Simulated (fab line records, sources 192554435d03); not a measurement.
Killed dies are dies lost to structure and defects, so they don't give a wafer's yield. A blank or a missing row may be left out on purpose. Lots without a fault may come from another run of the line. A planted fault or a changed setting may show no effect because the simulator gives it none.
fab line records | flow n5_finfet | part 2 of 2: steps 28 to 32 of 32
record lots=5 wafers=15 last_day=18
route steps=1938 shown BEOL_M7@1321 BEOL_M8@1332
lots that met no fault: from a run of the same line without faults
start_h: hours from the record's first day to the start of the lot's first wafer shown | wait_h: hours since the lot's step before | " the same as in the row above | L1.1+2: a row that stands for several wafers | - no value, or no start given | * or withheld: withheld | < > ~ a bound
route shown NAME@n: a module of which the file shows steps, and the number in the route of the first | usual: mean/standard deviation of fault-free wafers | same: alike in all rows | chamber/n: place in a boat | sites: the reading at each site | _std_site: their standard deviation | _edge_site: outer sites' mean less inner sites' | radius_mm: how far each site lies from the wafer's centre | mask NAME#n: copy n | behind: the tool/chamber that last shaped the wafer | hold: why the lot was held/for how many hours/how that ended | device: the transistor (n, p or np) that didn't switch | end of line: the same wafers' tests at the end of the route | a step without rows: its recipe alone | killed: dies lost to structure and defects at the first sort, not the wafer's yield | map: a wafer's dies, x killed, . not, _ none there
set.NAME: the setting as run; set.NAME@STEP: as run at that earlier step | model.NAME: the simulator's own value behind a step, which no gauge read
lots at some steps of the route; a table a step, a row a wafer
services: from which hour (start_h, from the record's first day; less than 0 if before it) a tool's chamber was out of use, for how many hours, and why
## steps
# step N5_BEOL_M8_DESCUM_16
# recipe chemistry=O2 time_s=7.9 source_power_w=50 bias_power_w=20 pressure_mtorr=20 rf_frequency_hz=2.712e+07 temp_c=40 resist=CAR-ArF o2_flow_sccm=225
# usual bias_power_w=19.99/0.062 chamber_pressure_mTorr=19.997/0.017 drypump_motor_current_A=5.6/0.38 oes_product_au=0.77/0.087 rf_vpp_V=242.8/1.5 showerhead_plenum_p_Torr=2.07/0.075 throttle_valve_pct=20.47/0.25
# columns lot.wafer tool chamber start_h wait_h bias_power_w chamber_pressure_mTorr drypump_motor_current_A oes_product_au rf_hours_counter_h rf_vpp_V showerhead_plenum_p_Torr throttle_valve_pct
L079.2 rie_diel-04 3 270.86 0.0 20.07 19.977 5.5 0.75 175 241.4 2.03 20.65
L079.3 " 2 " " 19.98 20.002 5.6 0.86 60 243.9 2.10 20.47
L079.5 " 1 " " 20.08 19.972 6.1 0.71 - 241.3 1.99 20.67
L083.1 rie_diel-04 0 283.26 0.0 19.99 19.984 5.8 0.76 159 243.3 2.12 20.22
L083.3 " 2 " " 19.94 20.005 5.6 0.85 66 244.6 2.10 20.44
L083.4 " 1 " " 19.99 19.988 6.1 0.69 213 240.4 1.99 20.67
L084.2 rie_diel-05 0 302.37 0.0 20.01 20.009 5.2 0.71 233 241.0 1.95 20.15
L084.3 " 2 " " 19.95 19.943 5.3 0.95 7 243.7 2.12 20.12
L084.5 " 2 " " 19.93 20.011 5.3 0.95 - 242.4 2.12 20.10
L086.1 rie_diel-04 0 335.53 0.0 20.05 19.996 5.8 0.75 176 243.4 2.11 20.26
L086.3 " 3 " " 19.99 19.971 5.5 0.72 199 243.7 2.02 20.68
L086.5 " 3 " " 20.09 19.972 5.5 0.72 - 242.6 2.02 20.69
L092.2 rie_diel-05 3 355.74 0.3 19.98 20.006 5.5 0.92 37 243.7 2.23 20.03
L092.4 " 2 " " 20.02 20.004 5.3 0.90 - 244.2 2.11 20.14
L092.6 " 1 " " 20.11 20.033 6.2 0.73 - 244.1 2.08 20.93
# step N5_BEOL_M8_ETCH_61
# recipe chemistry=CF4 target=SiARC target_depth_a=455 mask_material=CAR-ArF time_s=75.8 ion_energy_ev=80 pressure_mtorr=40 source_w=545 bias_w=36 Ar_flow_sccm=100 cf4_flow_sccm=100 ends=cleared
# usual chamber_pressure_mTorr=40.00/0.032 drypump_motor_current_A=5.6/0.37 etch_rf_on_time_s=74.6/2.4 oes_product_au=0.67/0.071 rf_vpp_V=183.7/1.2 showerhead_plenum_p_Torr=2.12/0.079 throttle_valve_pct=15.65/0.28
# columns lot.wafer tool chamber start_h wait_h chamber_pressure_mTorr drypump_motor_current_A etch_rf_on_time_s oes_product_au rf_hours_counter_h rf_vpp_V showerhead_plenum_p_Torr throttle_valve_pct
L079.2 rie_diel-04 3 270.89 0.0 40.02 5.5 71.3 0.67 175 183.6 2.04 15.65
L079.3 " 2 " " 39.96 5.6 72.4 0.73 60 183.0 2.19 15.87
L079.5 " 1 " " 39.99 6.2 75.0 0.61 - 183.2 2.06 16.00
L083.1 rie_diel-04 0 283.29 0.0 39.96 5.8 77.2 0.63 159 184.5 2.12 15.24
L083.3 " 2 " " 39.97 5.6 72.8 0.73 66 183.4 2.19 15.88
L083.4 " 1 " " 40.01 6.1 75.4 0.61 213 181.8 2.05 16.01
L084.2 rie_diel-05 0 302.40 0.0 39.95 5.1 75.7 0.60 233 183.4 2.02 15.52
L084.3 " 2 " " 40.01 5.3 73.4 0.81 7 183.7 2.19 15.34
L084.5 " 2 " " 39.99 5.3 73.9 0.81 - 185.0 2.19 15.35
L086.1 rie_diel-04 0 335.56 0.0 39.97 5.8 76.4 0.62 177 183.9 2.11 15.26
L086.3 " 3 " " 39.97 5.5 71.9 0.64 199 182.2 2.04 15.72
L086.5 " 3 " " 40.00 5.5 71.7 0.64 - 182.6 2.03 15.69
L092.2 rie_diel-05 3 355.78 0.0 39.97 5.4 72.4 0.79 37 185.5 2.28 15.23
L092.4 " 2 " " 39.95 5.3 75.5 0.76 - 184.8 2.19 15.37
L092.6 " 1 " " 40.02 6.1 74.2 0.63 - 183.0 2.11 15.90
# step N5_BEOL_M8_ETCH_62
# recipe chemistry=N2/H2 target=SOC target_depth_a=1100 overetch_a=220 mask_material=SiARC temp_c=40 time_s=165 ion_energy_ev=200 pressure_mtorr=30 source_w=840 bias_w=150 n2_flow_sccm=200 h2_flow_sccm=200
# usual chamber_pressure_mTorr=30.00/0.032 drypump_motor_current_A=5.6/0.38 oes_product_au=0.65/0.065 rf_vpp_V=522.9/2.8 showerhead_plenum_p_Torr=2.51/0.093 throttle_valve_pct=17.81/0.29
# columns lot.wafer tool chamber start_h wait_h chamber_pressure_mTorr drypump_motor_current_A oes_product_au rf_hours_counter_h rf_vpp_V showerhead_plenum_p_Torr throttle_valve_pct
L079.2 rie_diel-04 3 270.95 0.0 30.05 5.5 0.63 175 519.6 2.42 17.77
L079.3 " 2 " " 29.97 5.6 0.71 60 524.8 2.57 17.91
L079.5 " 1 " " 30.06 6.1 0.61 - 519.8 2.42 18.12
L083.1 rie_diel-04 0 283.35 0.0 30.00 5.8 0.64 159 523.3 2.55 17.62
L083.3 " 2 " " 29.98 5.6 0.70 66 524.3 2.57 17.91
L083.4 " 1 " " 30.02 6.1 0.60 213 520.6 2.42 18.13
L084.2 rie_diel-05 0 302.46 0.0 30.00 5.2 0.60 234 520.6 2.41 17.88
L084.3 " 2 " " 29.98 5.3 0.80 7 523.9 2.56 17.28
L084.5 " 2 " " 30.01 5.3 0.79 - 525.6 2.56 17.27
L086.1 rie_diel-04 0 335.62 0.0 30.00 5.8 0.62 177 524.4 2.54 17.66
L086.3 " 3 " " 29.99 5.5 0.62 199 520.9 2.41 17.82
L086.5 " 3 " " 29.99 5.5 0.61 - 520.6 2.41 17.82
L092.2 rie_diel-05 3 355.83 0.0 30.03 5.5 0.76 37 528.8 2.66 17.10
L092.4 " 2 " " 30.00 5.3 0.75 - 526.2 2.55 17.31
L092.6 " 1 " " 29.98 6.2 0.62 - 522.9 2.50 18.08
# step N5_BEOL_M8_STRIP_68
# recipe chemistry=N2/H2 temp_c=40 n2_flow_sccm=200 h2_flow_sccm=200 rf_frequency_hz=6e+07
# columns lot.wafer tool chamber start_h wait_h
L079.2+3+5 rie_diel-04 3,2,1 271.08 0.1
L083.1+3+4 rie_diel-04 0,2,1 283.49 0.1
L084.2+3+5 rie_diel-05 0,2,2 302.59 0.1
L086.1+3+5 rie_diel-04 0,3,3 335.75 0.1
L092.2+4+6 rie_diel-05 3,2,1 355.97 0.1
# step N5_BEOL_M8_STRIP_67
# recipe chemistry=CF4 resist=SiARC power_w=300 bias_power_w=75 pressure_mtorr=50 cf4_flow_sccm=150 rf_frequency_hz=6e+07
# usual bias_power_w=75.00/0.22 chamber_pressure_mTorr=50.00/0.049 drypump_motor_current_A=5.6/0.38 oes_product_au=0.77/0.077 rf_vpp_V=270.7/1.5 showerhead_plenum_p_Torr=1.77/0.061 throttle_valve_pct=13.62/0.29
# columns lot.wafer tool chamber start_h wait_h bias_power_w chamber_pressure_mTorr drypump_motor_current_A oes_product_au rf_hours_counter_h rf_vpp_V showerhead_plenum_p_Torr throttle_valve_pct
L079.2 rie_diel-04 3 271.09 0.0 75.10 50.02 5.5 0.74 175 270.0 1.71 13.65
L079.3 " 2 " " 74.74 50.05 5.6 0.84 60 271.2 1.83 13.77
L079.5 " 1 " " 75.66 49.98 6.2 0.71 - 269.9 1.73 13.98
L083.1 rie_diel-04 0 283.50 0.0 74.74 49.95 5.8 0.75 159 270.4 1.77 13.20
L083.3 " 2 " " 74.83 50.02 5.6 0.83 66 272.6 1.83 13.78
L083.4 " 1 " " 74.81 50.08 6.2 0.71 213 270.3 1.72 14.00
L084.2 rie_diel-05 0 302.60 0.0 75.42 50.00 5.2 0.71 234 269.7 1.69 13.48
L084.3 " 2 " " 74.81 50.05 5.3 0.93 7 271.1 1.82 13.21
L084.5 " 2 " " 75.13 50.05 5.3 0.93 - 271.7 1.82 13.20
L086.1 rie_diel-04 0 335.76 0.0 75.21 49.99 5.8 0.74 177 270.9 1.76 13.27
L086.3 " 3 " " 74.69 50.09 5.5 0.73 199 270.2 1.71 13.71
L086.5 " 3 " " 74.87 49.89 5.5 0.73 - 270.1 1.71 13.70
L092.2 rie_diel-05 3 355.98 0.0 75.26 50.00 5.4 0.89 37 274.0 1.91 13.14
L092.4 " 2 " " 74.89 50.07 5.3 0.88 - 273.4 1.81 13.26
L092.6 " 1 " " 75.45 50.08 6.2 0.73 - 268.5 1.76 13.88
## services
# columns tool chamber start_h hours kind
cmp-03 - 244.00 1.0 repair
pecvd-03 - 255.03 14.6 pm
cmp-02 - 259.41 4.0 pm
arfi_scanner-02 - 260.54 21.0 pm
arfi_scanner-03 - 264.21 1.0 pm
rie_diel-04 0 268.44 10.6 repair
rie_diel-04 3 273.77 2.0 repair
cvd_co-02 - 285.01 2.8 pm
rie_diel-05 1 286.76 30.4 repair
cmp-02 - 289.59 4.6 pm
arfi_scanner-02 - 291.25 2.2 repair
arfi_scanner-03 - 293.57 0.8 pm
pecvd-01 - 295.80 14.6 pm
arfi_scanner-02 - 299.26 16.0 pm
arfi_scanner-03 - 304.97 1.0 pm
pecvd-03 0 307.10 28.4 repair
uv_cure-03 - 316.49 1.0 pm
arfi_scanner-01 - 318.83 1.3 pm
cmp-02 - 321.72 0.3 repair
arfi_scanner-01 - 322.05 1.0 pm
cmp-02 - 328.59 0.6 repair
arfi_scanner-01 - 331.85 1.7 repair
cvd_co-02 - 333.80 0.5 repair
arfi_scanner-01 - 349.51 4.9 pm
